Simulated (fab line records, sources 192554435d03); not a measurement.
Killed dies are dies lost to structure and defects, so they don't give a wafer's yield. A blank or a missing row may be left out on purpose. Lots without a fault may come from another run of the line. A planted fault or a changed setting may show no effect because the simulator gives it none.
fab line records | flow n5_finfet
record lots=9 wafers=25 last_day=17
route steps=1938 shown MOL_CONTACT_COAG@543 BEOL_M4@1111
lots that met no fault: from a run of the same line without faults
start_h: hours from the record's first day to the start of the lot's first wafer shown | wait_h: hours since the lot's step before | " the same as in the row above | L1.1+2: a row that stands for several wafers | - no value, or no start given | * or withheld: withheld | < > ~ a bound
route shown NAME@n: a module of which the file shows steps, and the number in the route of the first | usual: mean/standard deviation of fault-free wafers | same: alike in all rows | chamber/n: place in a boat | sites: the reading at each site | _std_site: their standard deviation | _edge_site: outer sites' mean less inner sites' | radius_mm: how far each site lies from the wafer's centre | mask NAME#n: copy n | behind: the tool/chamber that last shaped the wafer | hold: why the lot was held/for how many hours/how that ended | device: the transistor (n, p or np) that didn't switch | end of line: the same wafers' tests at the end of the route | a step without rows: its recipe alone | killed: dies lost to structure and defects at the first sort, not the wafer's yield | map: a wafer's dies, x killed, . not, _ none there
set.NAME: the setting as run; set.NAME@STEP: as run at that earlier step | model.NAME: the simulator's own value behind a step, which no gauge read
steps of the route over a sample of lots; a table a step, a row a wafer
services: from which hour (start_h, from the record's first day; less than 0 if before it) a tool's chamber was out of use, for how many hours, and why
## steps
# step N5_MOL_CONTACT_COAG_TI_SIL_19
# recipe material=Ti target_thk_a=42 temp_c=200 chamber_pressure_pa=5 power_w=5000 time_s=15
# usual throttle_valve_pct=29.6/1.1
# columns lot.wafer tool chamber start_h wait_h throttle_valve_pct
L765.2 pvd_sputter-03 - 109.43 0.3 30.9
L765.4 " - " " 29.4
L765.5 " - " " 31.1
L766.1 pvd_sputter-03 - 117.62 0.3 31.2
L766.2 " - " " 29.6
L766.4 " - " " 29.7
L767.2 pvd_sputter-01 - 119.95 0.2 27.6
L767.3 " - " " 28.1
L767.5 " - " " 28.3
L768.1 pvd_sputter-01 - 131.28 0.3 29.4
L768.5 " - " " 27.5
L768.6 " - " " 29.5
L771.1 pvd_sputter-03 - 151.46 0.3 29.2
L771.5 " - " " 29.1
L774.1 pvd_sputter-02 - 167.83 0.2 30.4
L774.3 " - " " 29.3
L774.4 " - " " 30.0
L775.3 pvd_sputter-02 - 168.79 0.1 29.2
L775.4 " - " " 29.0
L775.6 " - " " 29.2
L783.1 pvd_sputter-01 - 216.01 0.2 30.3
L783.5 " - " " 30.5
L784.1 pvd_sputter-03 - 221.83 0.4 29.3
L784.2 " - " " 29.7
L784.6 " - " " 31.8
# step N5_MOL_CONTACT_COAG_PRE_CLEAN_142
# recipe gas=H2/He time_s=60 temp_c=300
# usual heater_power_w=459/37
# columns lot.wafer tool chamber start_h wait_h heater_power_w
L765.2 pvd_sputter-02 - 112.64 1.2 445
L765.4 " - " " 469
L765.5 " - " " 445
L766.1 pvd_sputter-02 - 122.22 2.1 469
L766.2 " - " " 448
L766.4 " - " " 471
L767.2 pvd_sputter-03 - 124.22 0.6 456
L767.3 " - " " 434
L767.5 " - " " 491
L768.1 pvd_sputter-03 - 134.40 1.2 491
L768.5 " - " " 419
L768.6 " - " " 356
L771.1 pvd_sputter-02 - 154.56 1.4 457
L771.5 " - " " 451
L774.1 pvd_sputter-03 - 171.58 1.4 491
L774.3 " - " " 455
L774.4 " - " " 412
L775.3 pvd_sputter-02 - 173.33 0.9 491
L775.4 " - " " 446
L775.6 " - " " 445
L783.1 pvd_sputter-01 - 219.37 1.0 472
L783.5 " - " " 491
L784.1 pvd_sputter-02 - 226.78 0.9 496
L784.2 " - " " 459
L784.6 " - " " 451
# step N5_MOL_CONTACT_COAG_PECVD_31
# recipe material=SiO2 target_thk_a=460 temp_c=400 precursor=TEOS/O2 pressure_torr=6.5 rf_w=withheld teos_flow_sccm=withheld gas=O2 flow_sccm=2650 time_s=8.9
# columns lot.wafer tool chamber start_h wait_h since_wet_clean_h
L765.2 pecvd-01 1 116.74 0.3 1364
L765.4 " 2 " " -
L765.5 " 0 " " -
L766.1 pecvd-04 2 127.34 0.3 248
L766.2 " 0 " " 1012
L766.4 " 2 " " -
L767.2 pecvd-03 2 128.65 0.3 412
L767.3 " 1 " " 1920
L767.5 " 2 " " -
L768.1 pecvd-03 0 138.83 0.3 1205
L768.5 " 1 " " -
L768.6 " 2 " " -
L771.1 pecvd-04 2 158.08 0.3 279
L771.5 " 0 " " -
L774.1 pecvd-04 1 175.52 0.3 1786
L774.3 " 2 " " 296
L774.4 " 1 " " -
L775.3 pecvd-04 0 176.80 0.3 1062
L775.4 " 1 " " -
L775.6 " 0 " " -
L783.1 pecvd-03 2 222.86 0.3 506
L783.5 " 1 " " -
L784.1 pecvd-01 1 230.28 0.3 1478
L784.2 " 0 " " 753
L784.6 " 2 " " -
# step N5_MOL_CONTACT_COAG_VIA_ETCH_46
# recipe chemistry=C4F6/O2 target_depth_a=460 overetch_a=92 mask_material=SOC target=SiO2 bias_w=455 pressure_mtorr=10 time_s=40 source_w=325 Ar_flow_sccm=300 C4F6_flow_sccm=10 O2_flow_sccm=10 ion_energy_ev=575.3 ends=end_point
# usual drypump_motor_current_A=5.6/0.49 mfc_ar_sccm=300.1/0.93 oes_f_703_au=0.83/0.061 oes_product_au=0.73/0.054 rf_vpp_V=1581/14 showerhead_plenum_p_Torr=2.86/0.1 throttle_valve_pct=40.69/0.25
# columns lot.wafer tool chamber start_h wait_h drypump_motor_current_A mfc_ar_sccm oes_f_703_au oes_product_au rf_hours_counter_h rf_vpp_V showerhead_plenum_p_Torr throttle_valve_pct
L765.2 rie_diel-02 3 118.03 0.0 4.7 301.1 0.85 0.77 49 1584 2.75 40.44
L765.4 " 1 " " 5.6 301.5 0.90 0.79 39 1580 2.87 40.55
L765.5 " 1 " " 5.6 301.4 0.89 0.78 - 1579 2.87 40.55
L766.1 rie_diel-01 0 129.54 0.0 6.1 300.4 0.75 0.65 206 1567 2.71 41.20
L766.2 " 1 " " 5.3 298.9 0.72 0.64 196 1583 2.82 40.61
L766.4 " 3 " " 5.7 300.0 0.90 0.80 17 1589 2.77 40.39
L767.2 rie_diel-01 2 131.07 0.0 6.4 300.0 0.70 0.63 240 1574 2.79 40.20
L767.3 " 0 " " 6.1 300.8 0.76 0.64 207 1566 2.71 41.20
L767.5 " 2 " " 6.4 301.3 0.70 0.63 - 1573 2.79 40.21
L768.1 rie_diel-06 3 140.16 0.0 5.2 300.4 0.90 0.77 38 1619 2.99 41.02
L768.5 " 2 " " 5.4 299.7 0.93 0.81 - 1601 3.02 40.92
L768.6 " 1 " " 6.7 299.6 0.81 0.72 - 1588 2.73 40.68
L771.1 rie_diel-02 1 159.14 0.0 5.6 300.8 0.86 0.74 56 1579 2.86 40.54
L771.5 " 0 " " 5.8 301.3 0.88 0.77 - 1573 2.91 40.67
L774.1 rie_diel-01 1 176.65 0.0 5.3 300.9 0.70 0.38 218 1583 2.81 40.35
L774.3 " 0 " " 6.1 299.3 0.74 0.40 229 1564 2.70 40.94
L774.4 " 1 " " 5.3 301.8 0.70 0.63 - 1584 2.81 40.60
L775.3 rie_diel-02 3 177.73 0.0 4.7 299.8 0.82 0.45 73 1582 2.74 40.19
L775.4 " 1 " " 5.6 300.3 0.86 0.75 63 1578 2.86 40.57
L775.6 " 1 " " 5.6 300.6 0.86 0.74 - 1578 2.86 40.57
L783.1 rie_diel-01 2 224.33 0.0 6.4 298.5 0.92 0.80 15 1572 2.78 40.50
L783.5 " 1 " " 5.3 298.9 0.70 0.60 - 1582 2.80 40.63
L784.1 rie_diel-02 1 231.35 0.0 5.6 300.5 0.84 0.72 81 1576 2.85 40.57
L784.2 " 3 " " 4.7 300.3 0.80 0.71 93 1582 2.74 40.48
L784.6 " 3 " " 4.8 300.1 0.79 0.72 - 1581 2.74 40.48
# step N5_MOL_CONTACT_COAG_OVL_MEAS_41
# recipe points_per_wafer=522
# usual VD_OVL=0.1/0.71
# same points_per_wafer=522
# columns lot.wafer tool chamber start_h wait_h VD_OVL[nm]
L765.2 overlay-01 0 118.72 0.0 0.4
L765.4 " 0 " " -1.1
L765.5 " 0 " " -0.1
L766.1 overlay-02 0 130.27 0.0 -0.7
L766.2 " 0 " " -0.3
L766.4 " 0 " " -0.2
L767.2 overlay-02 0 131.89 0.0 -0.4
L767.3 " 0 " " -1.0
L767.5 " 0 " " -0.2
L768.1 overlay-02 0 140.84 0.0 0.6
L768.5 " 0 " " 1.1
L768.6 " 0 " " -0.6
L771.1 overlay-02 0 159.95 0.0 0.3
L771.5 " 0 " " -1.4
L774.1 overlay-01 0 177.34 0.0 0.5
L774.3 " 0 " " -0.2
L774.4 " 0 " " 1.2
L775.3 overlay-01 0 178.55 0.0 0.1
L775.4 " 0 " " -0.3
L775.6 " 0 " " -0.1
L783.1 overlay-02 0 225.01 0.0 1.0
L783.5 " 0 " " 0.4
L784.1 overlay-02 0 232.08 0.0 0.9
L784.2 " 0 " " 0.5
L784.6 " 0 " " 0.0
# step N5_MOL_CONTACT_COAG_THK_MEAS_53
# recipe reads=SiO2_of_MOL_CONTACT_COAG_PECVD_31
# usual VIA_MOL_THK=43.7/0.58
# columns lot.wafer tool chamber start_h wait_h VIA_MOL_THK[nm]
L765.2 film_metro-02 - 121.25 - 43.7
L765.4 " - " " 44.4
L765.5 " - " " 44.3
L766.1 film_metro-01 - 133.15 - 43.6
L766.2 " - " " 43.6
L766.4 " - " " 44.5
L767.2 film_metro-02 - 134.38 - 43.2
L767.3 " - " " 42.6
L767.5 " - " " 44.0
L768.1 film_metro-02 - 142.53 - 42.7
L768.5 " - " " 42.8
L768.6 " - " " 43.3
L771.1 film_metro-01 - 161.66 - 42.7
L771.5 " - " " 43.6
L774.1 film_metro-01 - 179.00 - 14.0
L774.3 " - " " 13.4
L774.4 " - " " 44.5
L775.3 film_metro-02 - 180.24 - 14.0
L775.4 " - " " 44.5
L775.6 " - " " 44.1
L783.1 film_metro-02 - 226.90 - 42.6
L783.5 " - " " 43.0
L784.1 film_metro-01 - 234.01 - 43.4
L784.2 " - " " 43.0
L784.6 " - " " 43.8
# step N5_BEOL_M4_RC_MEAS_101
# usual DIBL_N=36.1/1.5 DIBL_P=36.1/1.9 IOFF_N=0.159/0.029 IOFF_P=0.21/0.038 ION_N=675/11 ION_P=464/8.1 SS_N=71.5/0.57 SS_P=73.3/0.64 VT_N=249/3.1 VT_P=-250/3.8
# columns lot.wafer tool chamber start_h wait_h DIBL_N[mV/V] DIBL_P[mV/V] IOFF_N[nA/um] IOFF_P[nA/um] ION_N[uA/um] ION_P[uA/um] SS_N[mV/dec] SS_P[mV/dec] VT_N[mV] VT_P[mV]
L765.2 prober-01 0 177.54 0.2 37.8 37.3 0.161 0.24 666 464 71.8 73.8 249 -246
L765.4 " 0 " " 35.9 34.2 0.137 0.19 672 462 72.3 72.5 250 -249
L765.5 " 0 " " 36.7 36.4 0.148 0.22 654 454 71.5 73.3 253 -247
L766.1 prober-02 0 192.89 0.1 34.6 34.7 0.141 0.19 683 467 70.9 72.6 250 -252
L766.2 " 0 " " 36.3 36.2 0.157 0.21 676 466 72.1 73.3 249 -250
L766.4 " 0 " " 35.7 35.8 0.162 0.21 677 469 71.3 72.5 249 -249
L767.2 prober-01 0 194.65 0.2 34.6 34.2 0.129 0.18 665 463 71.2 72.7 252 -254
L767.3 " 0 " " 37.2 38.0 0.189 0.25 684 471 72.2 74.2 248 -248
L767.5 " 0 " " 35.8 36.5 0.154 0.22 676 469 71.4 73.1 248 -250
L768.1 prober-02 0 199.70 0.0 38.1 37.4 0.169 0.23 670 461 72.0 73.6 250 -250
L768.5 " 0 " " 36.5 35.2 0.151 0.20 679 469 71.3 73.0 249 -250
L768.6 " 0 " " 37.6 35.9 0.170 0.20 669 458 71.9 73.2 247 -251
L771.1 prober-02 0 220.88 0.0 37.8 37.7 0.172 0.25 677 474 71.8 73.7 247 -246
L771.5 " 0 " " 36.9 36.1 0.151 0.23 676 466 71.4 73.1 249 -247
L774.1 prober-01 0 245.48 0.0 33.0 32.4 0.104 0.15 660 446 70.9 72.5 255 -254
L774.3 " 0 " " 36.2 35.5 0.145 0.18 664 456 71.4 73.0 252 -253
L774.4 " 0 " " 33.8 33.0 0.109 0.15 668 453 71.1 72.2 256 -254
L775.3 prober-01 0 248.66 0.3 36.7 38.0 0.168 0.23 687 464 71.7 73.1 249 -249
L775.4 " 0 " " 34.2 34.1 0.113 0.17 656 460 70.8 73.2 256 -254
L775.6 " 0 " " 36.9 37.7 0.155 0.22 670 470 71.5 74.0 250 -250
L783.1 prober-02 0 300.63 0.0 35.6 36.6 0.159 0.20 674 456 71.3 72.6 247 -252
L783.5 " 0 " " 34.5 34.6 0.131 0.17 664 456 71.1 73.1 252 -255
L784.1 prober-02 0 306.03 0.0 37.1 37.1 0.173 0.30 677 479 71.4 73.3 246 -241
L784.2 " 0 " " 37.5 37.7 0.192 0.32 689 481 72.1 73.7 247 -242
L784.6 " 0 " " 37.6 37.6 0.198 0.31 686 473 72.0 74.3 245 -244
## services
# columns tool chamber start_h hours kind
rie_diel-02 2 92.12 3.4 repair
pecvd-03 0 104.07 2.1 scheduled_down
rie_diel-06 - 104.51 28.1 pm
pecvd-04 - 109.34 1.7 repair
pecvd-01 - 123.82 1.4 repair
pecvd-04 - 131.26 6.0 pm
rie_diel-02 0 145.20 4.2 repair
rie_diel-01 2 155.86 - clean
rie_diel-01 2 155.86 - consumable_replace:focus_ring
rie_diel-01 2 155.86 24.8 scheduled_down
rie_diel-01 2 155.86 24.8 vent_cycle
pecvd-01 2 217.11 6.5 repair
pecvd-03 0 218.77 14.6 repair
rie_diel-06 3 219.51 1.4 repair
## key
first_sign step=N5_MOL_CONTACT_COAG_VIA_ETCH_46 reading=oes_product_au direction=down sigmas=5.9 usual=0.73 struck=0.41
effect step=N5_MOL_CONTACT_COAG_THK_MEAS_53 reading=VIA_MOL_THK direction=down sigmas=52 usual=43.7 struck=13.8
met_at N5_MOL_CONTACT_COAG_PECVD_31
struck_lots L774,L775
struck_wafers L774.1,L774.3,L775.3
not_acting_at N5_MOL_CONTACT_COAG_TI_SIL_19,N5_MOL_CONTACT_COAG_PRE_CLEAN_142,N5_MOL_CONTACT_COAG_OVL_MEAS_41
onset_between 158.08 175.52
fault kind=process_parameter_drift tool=pecvd-04 chamber=- onset_h=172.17 steps=N5_MOL_CONTACT_COAG_PECVD_31 channel=time_s offset=* shape=step end_h=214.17 scope=struck_wafers_only acts_in=* stated=*
